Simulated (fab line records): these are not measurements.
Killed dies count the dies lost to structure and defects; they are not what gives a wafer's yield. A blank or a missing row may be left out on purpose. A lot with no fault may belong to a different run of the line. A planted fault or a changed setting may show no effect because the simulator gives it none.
Which of the tools did it? | flow nand harc | 11 lots, 33 wafers sampled, at 6 steps of a route of 1302

## WHAT THE GAUGES SHOWED, per wafer
NHARC_END_SORT_01. Usual: for defect limited yield, 91.1 % with a standard deviation of 2.9; for killed at array, 55 with a standard deviation of 20; for killed at other, 0.7 with a standard deviation of 0.96; for killed at periphery, 4.1 with a standard deviation of 2.4; for killed dies, 60 with a standard deviation of 20; for killed open, 3.3 with a standard deviation of 1.9; for killed short, 2.8 with a standard deviation of 1.6.
lot  | measured     | on        | defect limited yield (%) | killed at array | killed at other | killed at periphery | killed dies | killed open | killed short | flag
L686 | day 24 23:40 | prober-01 | 88.6 89.5 88.5           | 67 65 72        | 0 0 0           | 10 6 6              | 77 71 78    | 5 1 5       | 4 4 5        |
L695 | day 29 04:56 | prober-01 | 39.4 35.2 36.9           | 16 17 12        | 0 0 0           | 394 422 415         | 410 439 427 | 4 0 2       | 1 1 1        | OFF
L697 | day 29 10:42 | prober-02 | 35.9 36.0 39.9           | 29 23 29        | 0 2 2           | 405 408 376         | 434 433 407 | 2 2 5       | 1 2 5        | OFF
L702 | day 30 18:16 | prober-01 | 86.4 86.9 87.6           | 89 86 82        | 2 2 0           | 1 1 2               | 92 89 84    | 1 6 4       | 0 3 3        |
L704 | day 32 04:08 | prober-01 | 86.1 87.7 85.8           | 93 83 95        | 0 0 0           | 1 0 1               | 94 83 96    | 3 1 3       | 3 0 4        |
L707 | day 33 14:46 | prober-02 | 92.6 92.8 93.2           | 45 47 44        | 0 0 0           | 5 2 2               | 50 49 46    | 6 3 2       | 2 3 3        |

## WHAT TOOL EACH LOT RAN ON (gives the tool, then ch and the chambers of the sampled wafers, and finally the start)
lot  | NHARC_P_BONDPAD_CMP_32        | NHARC_P_BONDPAD_ETCH_37            | NHARC_P_BONDPAD_ETCH_24                       | NHARC_P_BONDPAD_PRE_CLEAN_26            | NHARC_P_BONDPAD_ACTIVATE_29
L686 | cmp-01 ch 0,2, day 6 20:17    | rie diel-05 ch 0,1,3, day 6 21:23  | rie diel-08 ch 0,1,3, day 6 23:57 or earlier  | pvd sputter-01, day 6 23:57 or earlier  | rie diel-05 ch 1,3, day 6 23:57
L695 | cmp-01 ch 2,3, day 10 06:19   | rie diel-12 ch 1,2,3, day 10 07:27 | rie diel-05 ch 1,2, day 10 13:32 or earlier   | pvd sputter-03, day 10 13:32 or earlier | rie diel-05 ch 1,2,3, day 10 13:32
L697 | cmp-01 ch 2,3, day 10 23:01   | rie diel-12 ch 1,3, day 11 00:08   | rie diel-05 ch 1,2, day 11 00:39              | pvd sputter-01, day 11 05:18 or earlier | rie diel-12 ch 1,2, day 11 05:18
L702 | cmp-03 ch 0,1,3, day 13 06:23 | rie diel-08 ch 0,1,3, day 13 07:22 | rie diel-08 ch 0,1, day 13 09:59 or earlier   | pvd sputter-03, day 13 09:59 or earlier | rie diel-08 ch 0,3, day 13 09:59
L703 | cmp-03 ch 1,2, day 13 16:07   | rie diel-12 ch 0,2,3, day 13 17:08 | rie diel-08 ch 0,2,3, day 13 19:46 or earlier | pvd sputter-03, day 13 19:46 or earlier | rie diel-08 ch 2,3, day 13 19:46
L704 | cmp-03 ch 0,1,3, day 14 03:27 | rie diel-12 ch 0,1, day 14 04:31   | rie diel-08 ch 0,1,3, day 14 07:07 or earlier | pvd sputter-01, day 14 07:07 or earlier | rie diel-12 ch 0,1,2, day 14 07:07
L705 | cmp-02 ch 2,3, day 14 07:11   | rie diel-08 ch 1,2, day 14 08:16   | rie diel-05 ch 0,1,3, day 14 10:51 or earlier | pvd sputter-03, day 14 10:51 or earlier | rie diel-05 ch 1,2, day 14 10:51
L706 | cmp-01 ch 2,3, day 14 21:37   | rie diel-12 ch 0,3, day 14 22:43   | rie diel-05 ch 0,2, day 15 01:13 or earlier   | pvd sputter-02, day 15 01:13 or earlier | rie diel-08 ch 0,2, day 15 01:13
L707 | cmp-02 ch 1,3, day 15 08:17   | rie diel-12 ch 0,1,3, day 15 09:23 | rie diel-08 ch 1,2, day 15 12:21 or earlier   | pvd sputter-01, day 15 12:21 or earlier | rie diel-05 ch 1,3, day 15 12:21
L708 | cmp-01 ch 0,1,3, day 15 13:02 | rie diel-12 ch 0,2,3, day 15 14:08 | rie diel-05 ch 0,1,3, day 15 16:41 or earlier | pvd sputter-01, day 15 16:41 or earlier | rie diel-08 ch 0,2,3, day 15 16:41
L709 | cmp-02 ch 0,1,2, day 16 04:53 | rie diel-12 ch 0,1, day 16 05:59   | rie diel-05 ch 1,2,3, day 16 08:34 or earlier | pvd sputter-03, day 16 08:34 or earlier | rie diel-05 ch 0,2, day 16 08:34
- NHARC_P_BONDPAD_CMP_32: polishes SiCN, target thk 200 nm.
- NHARC_P_BONDPAD_ETCH_37: etches the open film in N2/H2, target depth 60 nm, overetch 18 nm, time 65.91 s.
- NHARC_P_BONDPAD_ETCH_24: etches the open film in CF4/N2, target depth 30 nm, time 72.99 s.
- NHARC_P_BONDPAD_PRE_CLEAN_26: time 30 s.
- NHARC_P_BONDPAD_ACTIVATE_29: chemistry N2, time 60 s.

## WHAT THE TOOLS THEMSELVES READ (means of the sampled wafers that have a number; where no wafer has one, the mark that the record gives instead)
NHARC_P_BONDPAD_CMP_32. Usual: edge zone pressure frac 1.000, standard deviation 0.0049; motor current A 12.0 A, standard deviation 1.2.
lot  | tool   | edge zone pressure frac | motor current A (A) | flag
L686 | cmp-01 | 1.001                   | 12.8                |
L695 | cmp-01 | 1.001                   | 11.3                |
L697 | cmp-01 | 1.001                   | 11.0                |
L702 | cmp-03 | 0.995                   | 12.0                |
L703 | cmp-03 | 0.998                   | 11.6                |
L704 | cmp-03 | 1.002                   | 12.1                |
L705 | cmp-02 | 0.999                   | 12.3                |
L706 | cmp-01 | 1.002                   | 11.6                |
L707 | cmp-02 | 1.002                   | 11.3                |
L708 | cmp-01 | 0.999                   | 12.0                |
L709 | cmp-02 | 0.997                   | 12.7                |

NHARC_P_BONDPAD_ETCH_37. Usual: drypump motor current A 5.7 A, standard deviation 0.37; oes product au 0.995 a.u., standard deviation 0.0099; rf vpp V 429.1 V, standard deviation 2; showerhead plenum p Torr 1.99 Torr, standard deviation 0.065; throttle valve pct 14.170 %, standard deviation 0.0094.
lot  | tool        | drypump motor current A (A) | oes product au (a.u.) | rf vpp V (V) | showerhead plenum p Torr (Torr) | throttle valve pct (%) | flag
L686 | rie diel-05 | 5.7                         | 0.996                 | 428.2        | 1.96                            | 14.174                 |
L695 | rie diel-12 | 5.6                         | 1.000                 | 428.7        | 1.98                            | 14.171                 |
L697 | rie diel-12 | 5.7                         | 0.998                 | 428.0        | 1.95                            | 14.173                 |
L702 | rie diel-08 | 6.2                         | 0.995                 | 431.5        | 2.05                            | 14.164                 |
L703 | rie diel-12 | 5.4                         | 0.992                 | 428.5        | 1.98                            | 14.181                 |
L704 | rie diel-12 | 5.6                         | 0.991                 | 428.0        | 1.94                            | 14.172                 |
L705 | rie diel-08 | 5.4                         | 0.988                 | 429.5        | 2.03                            | 14.174                 |
L706 | rie diel-12 | 5.4                         | 0.998                 | 427.9        | 1.94                            | 14.171                 |
L707 | rie diel-12 | 5.5                         | 0.993                 | 427.6        | 1.94                            | 14.159                 |
L708 | rie diel-12 | 5.4                         | 0.994                 | 429.0        | 1.98                            | 14.172                 |
L709 | rie diel-12 | 5.4                         | 1.004                 | 427.5        | 1.93                            | 14.172                 |

NHARC_P_BONDPAD_ETCH_24. Usual: drypump motor current A 5.8 A, standard deviation 0.41; oes product au 0.996 a.u., standard deviation 0.0099; rf vpp V 313.7 V, standard deviation 1.6; showerhead plenum p Torr 2.60 Torr, standard deviation 0.082; throttle valve pct 19.795 %, standard deviation 0.009.
lot  | tool        | drypump motor current A (A) | oes product au (a.u.) | rf vpp V (V) | showerhead plenum p Torr (Torr) | throttle valve pct (%) | flag
L686 | rie diel-08 | 6.2                         | 0.990                 | 314.7        | 2.64                            | 19.789                 |
L695 | rie diel-05 | 5.8                         | 0.999                 | 314.7        | 2.64                            | 19.799                 |
L697 | rie diel-05 | 5.8                         | 1.000                 | 315.0        | 2.64                            | 19.795                 |
L702 | rie diel-08 | 6.2                         | 0.994                 | 314.8        | 2.63                            | 19.800                 |
L703 | rie diel-08 | 5.8                         | 1.000                 | 314.4        | 2.68                            | 19.787                 |
L704 | rie diel-08 | 6.2                         | 1.003                 | 315.0        | 2.64                            | 19.790                 |
L705 | rie diel-05 | 5.7                         | 0.997                 | 313.3        | 2.53                            | 19.801                 |
L706 | rie diel-05 | 5.9                         | 0.994                 | 313.5        | 2.60                            | 19.794                 |
L707 | rie diel-08 | 5.4                         | 1.004                 | 313.9        | 2.62                            | 19.801                 |
L708 | rie diel-05 | 5.6                         | 0.995                 | 312.9        | 2.53                            | 19.788                 |
L709 | rie diel-05 | 5.9                         | 0.990                 | 313.9        | 2.60                            | 19.798                 |

NHARC_P_BONDPAD_PRE_CLEAN_26. Usual: heater power w reads 419 W (standard deviation 51).
lot  | tool           | heater power w (W) | flag
L686 | pvd sputter-01 | 460                |
L695 | pvd sputter-03 | 383                |
L697 | pvd sputter-01 | 497                |
L702 | pvd sputter-03 | 396                |
L703 | pvd sputter-03 | 402                |
L704 | pvd sputter-01 | 482                |
L705 | pvd sputter-03 | 402                |
L706 | pvd sputter-02 | 394                |
L707 | pvd sputter-01 | 487                |
L708 | pvd sputter-01 | 471                |
L709 | pvd sputter-03 | 390                |

NHARC_P_BONDPAD_ACTIVATE_29. Usual: drypump motor current A 5.8 A, standard deviation 0.43; oes product au 0.992 a.u., standard deviation 0.0086; rf vpp V 64.1 V, standard deviation 0.83; showerhead plenum p Torr 1.75 Torr, standard deviation 0.059.
lot  | tool        | drypump motor current A (A) | oes product au (a.u.) | rf vpp V (V) | showerhead plenum p Torr (Torr) | flag
L686 | rie diel-05 | 5.9                         | 0.991                 | 64.7         | 1.71                            |
L695 | rie diel-05 | 5.9                         | 0.997                 | 64.3         | 1.75                            |
L697 | rie diel-12 | 5.7                         | 0.998                 | 63.3         | 1.74                            |
L702 | rie diel-08 | 6.2                         | 1.001                 | 64.4         | 1.82                            |
L703 | rie diel-08 | 5.5                         | 0.999                 | 64.5         | 1.80                            |
L704 | rie diel-12 | 5.5                         | 0.987                 | 64.4         | 1.71                            |
L705 | rie diel-05 | 5.8                         | 1.003                 | 64.8         | 1.77                            |
L706 | rie diel-08 | 5.5                         | 0.995                 | 65.1         | 1.79                            |
L707 | rie diel-05 | 5.9                         | 0.988                 | 64.7         | 1.71                            |
L708 | rie diel-08 | 5.9                         | 0.992                 | 64.7         | 1.80                            |
L709 | rie diel-05 | 5.6                         | 1.000                 | 63.5         | 1.70                            |

## THE ANSWER, worked out from the rows above alone
Rule: take the mean of a lot's wafers that have a number; if it is more than 3 standard deviations from the usual mean, the lot is off. Also off: a lot with no number at a reading for which 4 or more lots have one. Any other lot the step has rows for is counted as sound. The gauges are gone through in route order, then the tools' own readings, and for those a lot's mean is taken as printed above. At the first step where some lot is off, the reading lying furthest off is the one used; lots without a number count as furthest.
Off at NHARC_END_SORT_01 (killed at periphery): L695, L697. Neither off nor sound, because the step has no rows for them: L703, L705, L706, L708, L709.
A tool fits if, at a process step before that reading, it ran every lot that is off, and no sound lot after the first of them. Those tools and the gauges at NHARC_END_SORT_01 are tried in the same way. Because NHARC_P_BONDPAD_ETCH_24 lacks a start for some lots, the hours and order of its lots are taken from NHARC_P_BONDPAD_ACTIVATE_29. Because NHARC_P_BONDPAD_PRE_CLEAN_26 lacks a start for some lots, the hours and order of its lots are taken from NHARC_P_BONDPAD_ACTIVATE_29. Undecided on this evidence; 2 tools fit (cmp-01 at NHARC_P_BONDPAD_CMP_32, rie diel-05 at NHARC_P_BONDPAD_ETCH_24).

## WHAT WAS PUT IN BY THE SIMULATOR
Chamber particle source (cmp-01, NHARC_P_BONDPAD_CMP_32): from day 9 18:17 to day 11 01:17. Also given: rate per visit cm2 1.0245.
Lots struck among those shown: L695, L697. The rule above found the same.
